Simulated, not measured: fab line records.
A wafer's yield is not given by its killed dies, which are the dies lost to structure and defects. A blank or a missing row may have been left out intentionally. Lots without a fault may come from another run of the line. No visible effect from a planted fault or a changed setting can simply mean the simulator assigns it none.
What tool caused it? | flow n5_finfet | 11 lots with 32 wafers sampled at 5 steps, on a route of 1938 steps

== WHAT THE GAUGES SHOWED, per wafer ==
Not one reading of a measure or inspect step in the record can be checked against a usual standard deviation.

== TOOL THAT RAN EACH LOT (tool first, then ch and the chambers of the sampled wafers, then the start) ==
lot  | N5_GATE_CUT_CUT_ETCH_55           | N5_PASSIVATION_PECVD_55         | N5_PASSIVATION_STRIP_14            | N5_PASSIVATION_ETCH_54             | N5_PASSIVATION_PROBE_49
L213 | rie_metal-01 ch 0,1, day 4 16:56  | pecvd-03 ch 1,2, day 12 05:01   | rie_diel-01 ch 0,2, day 12 05:55   | rie_diel-03 ch 1,2,3, day 12 10:11 | -
L214 | rie_metal-01 ch 0,1, day 5 00:41  | pecvd-04 ch 0,1, day 12 15:56   | rie_diel-02 ch 0,1, day 12 17:20   | rie_diel-04 ch 0,1,3, day 12 20:49 | -
L216 | rie_metal-02 ch 1, day 5 14:26    | pecvd-03 ch 0,1,2, day 13 04:13 | rie_diel-02 ch 1,2,3, day 13 05:05 | rie_diel-03 ch 0,1,3, day 13 10:13 | -
L221 | rie_metal-01 ch 0,1, day 6 18:47  | pecvd-04 ch 0,2, day 13 23:49   | rie_diel-06 ch 0,2, day 14 00:45   | rie_diel-05 ch 0,2,3, day 14 04:04 | prober-01, day 14 06:54
L225 | rie_metal-02 ch 0,1, day 7 20:29  | pecvd-04 ch 0,1,2, day 15 06:21 | rie_diel-06 ch 0,1,3, day 15 08:31 | rie_diel-05 ch 1,2, day 15 12:01   | -
L227 | rie_metal-03 ch 0,1, day 8 05:05  | pecvd-04 ch 0,1,2, day 16 04:08 | rie_diel-06 ch 0,3, day 16 07:05   | rie_diel-05 ch 1,2, day 16 10:50   | -
L230 | rie_metal-02 ch 1, day 9 01:06    | pecvd-02 ch 0,1,2, day 16 23:10 | rie_diel-01 ch 0,1, day 17 00:13   | rie_diel-03 ch 1,3, day 17 04:00   | -
L231 | rie_metal-03 ch 0,1, day 9 03:34  | pecvd-02 ch 1,2, day 16 14:58   | rie_diel-01 ch 0,1, day 16 16:07   | rie_diel-04 ch 0,1,3, day 16 19:38 | -
L232 | rie_metal-02 ch 0,1, day 9 15:49  | pecvd-04 ch 0,1,2, day 18 04:10 | rie_diel-01 ch 1,2, day 18 10:16   | rie_diel-05 ch 0,1,2, day 18 13:36 | -
L233 | rie_metal-02 ch 0, day 9 20:59    | pecvd-03 ch 1,2, day 18 05:49   | rie_diel-06 ch 0,1, day 18 10:29   | rie_diel-05 ch 0,1, day 18 14:11   | -
L234 | rie_metal-01 ch 0,1, day 10 02:16 | pecvd-03 ch 0,1,2, day 17 14:35 | rie_diel-01 ch 0,1,3, day 17 17:10 | rie_diel-03 ch 0,1,3, day 17 20:32 | -
- N5_GATE_CUT_CUT_ETCH_55: etches HfO2 in BCl3, target depth 3.2 nm.
- N5_PASSIVATION_PECVD_55: deposits SiO2 from SiH4/N2O, target thk 400 nm, time 22.5 s.
- N5_PASSIVATION_STRIP_14: strips in O2.
- N5_PASSIVATION_ETCH_54: etches SiO2 in CHF3/O2, target depth 880 nm, time 440 s.
- N5_PASSIVATION_PROBE_49

== WHAT THE TOOLS THEMSELVES READ (means of the sampled wafers that have a number; where no wafer has one, the mark that the record gives instead) ==
N5_GATE_CUT_CUT_ETCH_55. Usual: drypump_motor_current_A 5.5 A, standard deviation 0.38; oes_product_au 0.77 a.u., standard deviation 0.13; throttle_valve_pct 33.4 %, standard deviation 0.59.
lot  | tool         | drypump_motor_current_A (A) | oes_product_au (a.u.) | throttle_valve_pct (%) | flag
L213 | rie_metal-01 | 5.0                         | 0.73                  | 32.9                   |
L214 | rie_metal-01 | 5.1                         | 0.68                  | 33.3                   |
L216 | rie_metal-02 | 6.1                         | 0.60                  | 33.7                   |
L221 | rie_metal-01 | 5.0                         | 0.72                  | 32.9                   |
L225 | rie_metal-02 | 6.1                         | 0.71                  | 33.3                   |
L227 | rie_metal-03 | 5.4                         | 0.81                  | 33.9                   |
L230 | rie_metal-02 | 6.1                         | 0.59                  | 33.7                   |
L231 | rie_metal-03 | 5.5                         | 0.84                  | 33.9                   |
L232 | rie_metal-02 | 6.0                         | 0.81                  | 33.0                   |
L233 | rie_metal-02 | 6.0                         | 0.91                  | 32.6                   |
L234 | rie_metal-01 | 5.0                         | 0.83                  | 32.8                   |

N5_PASSIVATION_PECVD_55. Usual: heater_power_w 596 W, standard deviation 78; showerhead_plenum_p_Torr 8.17 Torr, standard deviation 0.096; throttle_valve_pct 52.0 %, standard deviation 2.4.
lot  | tool     | heater_power_w (W) | showerhead_plenum_p_Torr (Torr) | throttle_valve_pct (%) | flag
L213 | pecvd-03 | 572                | 8.12                            | 52.6                   |
L214 | pecvd-04 | 666                | 8.29                            | 53.1                   |
L216 | pecvd-03 | 660                | 8.15                            | 52.7                   |
L221 | pecvd-04 | 569                | 8.25                            | 52.3                   |
L225 | pecvd-04 | 550                | 8.18                            | 51.7                   |
L227 | pecvd-04 | 540                | 8.21                            | 51.9                   |
L230 | pecvd-02 | 591                | 8.09                            | 51.3                   |
L231 | pecvd-02 | 666                | 8.11                            | 50.3                   |
L232 | pecvd-04 | 531                | 8.21                            | 52.0                   |
L233 | pecvd-03 | 633                | 8.12                            | 52.0                   |
L234 | pecvd-03 | 608                | 8.16                            | 52.8                   |

N5_PASSIVATION_STRIP_14. Usual: drypump_motor_current_A 5.7 A, standard deviation 0.4; oes_product_au 0.79 a.u., standard deviation 0.09; rf_vpp_V 3.8 V, standard deviation 0.84; showerhead_plenum_p_Torr 2.10 Torr, standard deviation 0.073; throttle_valve_pct 16.66 %, standard deviation 0.22.
lot  | tool        | drypump_motor_current_A (A) | oes_product_au (a.u.) | rf_vpp_V (V) | showerhead_plenum_p_Torr (Torr) | throttle_valve_pct (%) | flag
L213 | rie_diel-01 | 5.5                         | 0.72                  | 3.4          | 2.08                            | 16.62                  |
L214 | rie_diel-02 | 5.7                         | 0.86                  | 4.7          | 2.15                            | 16.68                  |
L216 | rie_diel-02 | 5.8                         | 0.80                  | 4.0          | 2.08                            | 16.59                  |
L221 | rie_diel-06 | 5.7                         | 0.81                  | 3.7          | 2.09                            | 16.70                  |
L225 | rie_diel-06 | 5.6                         | 0.86                  | 3.7          | 2.08                            | 16.46                  |
L227 | rie_diel-06 | 5.8                         | 0.83                  | 4.2          | 2.08                            | 16.57                  |
L230 | rie_diel-01 | 6.1                         | 0.79                  | 3.9          | 2.06                            | 16.74                  |
L231 | rie_diel-01 | 6.1                         | 0.78                  | 3.3          | 2.06                            | 16.72                  |
L232 | rie_diel-01 | 5.9                         | 0.72                  | 3.6          | 2.04                            | 16.51                  |
L233 | rie_diel-06 | 5.7                         | 0.84                  | 4.1          | 2.05                            | 16.51                  |
L234 | rie_diel-01 | 5.9                         | 0.77                  | 3.9          | 2.12                            | 16.80                  |

N5_PASSIVATION_ETCH_54. Usual: drypump_motor_current_A 5.8 A, standard deviation 0.43; oes_product_au 0.83 a.u., standard deviation 0.07; rf_vpp_V 523 V, standard deviation 11; showerhead_plenum_p_Torr 2.45 Torr, standard deviation 0.08; throttle_valve_pct 18.69 %, standard deviation 0.24.
lot  | tool        | drypump_motor_current_A (A) | oes_product_au (a.u.) | rf_vpp_V (V) | showerhead_plenum_p_Torr (Torr) | throttle_valve_pct (%) | flag
L213 | rie_diel-03 | 5.7                         | 0.86                  | 517          | 2.45                            | 18.68                  |
L214 | rie_diel-04 | 6.0                         | 0.87                  | 523          | 2.45                            | 18.79                  |
L216 | rie_diel-03 | 5.7                         | 0.86                  | 524          | 2.41                            | 18.62                  |
L221 | rie_diel-05 | 5.8                         | 0.85                  | 525          | 2.47                            | 18.62                  |
L225 | rie_diel-05 | 5.5                         | 0.90                  | 531          | 2.56                            | 18.52                  |
L227 | rie_diel-05 | 5.4                         | 0.88                  | 531          | 2.55                            | 18.52                  |
L230 | rie_diel-03 | 5.6                         | 0.80                  | 512          | 2.36                            | 18.88                  |
L231 | rie_diel-04 | 6.1                         | 0.82                  | 521          | 2.43                            | 18.86                  |
L232 | rie_diel-05 | 5.8                         | 0.80                  | 527          | 2.53                            | 18.70                  |
L233 | rie_diel-05 | 6.1                         | 0.81                  | 534          | 2.52                            | 18.74                  |
L234 | rie_diel-03 | 5.7                         | 0.82                  | 522          | 2.40                            | 18.68                  |

N5_PASSIVATION_PROBE_49. Usual: defect_limited_yield 91.4 %, standard deviation 1.5; killed_at_M0_to_M3 35, standard deviation 11; killed_at_M4_up 16, standard deviation 7; killed_at_contacts 11, standard deviation 5.3; killed_at_front_end 37, standard deviation 11; killed_at_other 3.1, standard deviation 2.8; killed_dies 102, standard deviation 18; killed_open 69, standard deviation 15; killed_short 31, standard deviation 7.8; sort_bin_5_function 5.1 %, standard deviation 1.1; sort_bin_6_memory 3.2 %, standard deviation 0.69; sort_n_pass 1078, standard deviation 18; sort_yield_pct 91.4 %, standard deviation 1.5.
lot  | tool      | defect_limited_yield (%) | killed_at_M0_to_M3 | killed_at_M4_up | killed_at_contacts | killed_at_front_end | killed_at_other | killed_dies | killed_open | killed_short | sort_bin_5_function (%) | sort_bin_6_memory (%) | sort_n_pass | sort_yield_pct (%) | flag
L221 | prober-01 | 89.8                     | 23                 | 17              | 15                 | 64                  | 2.0             | 121         | 59          | 25           | 6.1                     | 3.7                   | 1059        | 89.8               |

== THE ANSWER, worked out from the rows above alone ==
Rule: a lot is off if the mean of its wafers that have a number lies more than 3 standard deviations from the usual mean. Also off: a lot with no number at a reading for which 4 or more lots have one. Any other lot the step has rows for is counted as sound. The gauges are gone through in route order, then the tools' own readings, and for those a lot's mean is taken as printed above. The first step at which some lot is off is used, and at that step the reading that is off furthest; a lot without a number counts as furthest.
No lot is off at any reading shown: from this, nothing can be told.

== WHAT THE SIMULATOR HAD PUT IN ==
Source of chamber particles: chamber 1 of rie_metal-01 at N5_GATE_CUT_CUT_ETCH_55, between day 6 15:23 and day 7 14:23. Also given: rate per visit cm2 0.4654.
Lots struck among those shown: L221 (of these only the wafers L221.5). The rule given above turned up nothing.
